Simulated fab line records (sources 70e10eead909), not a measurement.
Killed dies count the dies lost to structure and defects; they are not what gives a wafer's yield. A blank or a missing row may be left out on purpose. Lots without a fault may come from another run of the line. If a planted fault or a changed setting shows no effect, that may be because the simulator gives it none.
Matching of chambers	flow nand harc	NHARC_A_M1_DESCUM_14 on rie diel-13 has 3 sister chambers
The step chemistry O2, time 3 s. 14 wafers are shown with their chamber, then 4 later ones without.

WAFERS WITH THEIR CHAMBER
wafer	chamber	showerhead plenum p Torr (Torr)	drypump motor current A (A)	rf vpp V (V)
L074.4	2	1.82	5.1	57.0
L074.5	3	2.03	5.6	58.3
L074.6	2	1.82	5.1	57.3
L076.1	2	1.82	5.1	58.8
L076.2	1	1.98	5.3	58.3
L076.6	1	1.99	5.3	57.5
L077.1	2	1.82	5.1	56.3
L077.2	3	2.02	5.6	57.3
L077.5	2	1.82	5.1	57.0
L080.2	3	2.02	5.6	58.3
L080.3	1	1.98	5.3	57.4
L080.6	1	1.98	5.3	57.3
L090.1	1	1.98	5.4	57.8
L090.3	3	2.02	5.7	58.0

SIGNATURES, as means of the wafers listed above
reading	chamber 1	chamber 2	chamber 3	scatter within a chamber
showerhead plenum p Torr	1.9820	1.8200	2.0225	0.00375
drypump motor current A	5.320	5.100	5.625	0.0375
rf vpp V	57.660	57.280	57.975	0.657
Rule: distance of a wafer from a chamber = root of the sum over the readings of ((wafer's reading minus chamber's mean) / reading's scatter) squared. The wafer belongs to the nearest chamber; if the next one is less than 2 further off, it can't be placed. The scatter: the root of (the sum of the squares of (reading less its chamber's mean) over the shown wafers, divided by (wafers less chambers)).

WAFERS MISSING THEIR CHAMBER
wafer	showerhead plenum p Torr (Torr)	drypump motor current A (A)	rf vpp V (V)
L090.5	2.02	5.6	58.9
L091.5	2.02	5.6	58.6
L095.1	1.98	5.4	59.2
L095.2	2.02	5.6	59.0

THE CHAMBER EACH PASSED THROUGH
wafer	from the rows above	in truth
L090.5	3	3
L091.5	3	3
L095.1	1	1
L095.2	3	3
Correctly placed: 4 of 4. Left unplaced by these rows: 0. 0 placed wrongly.
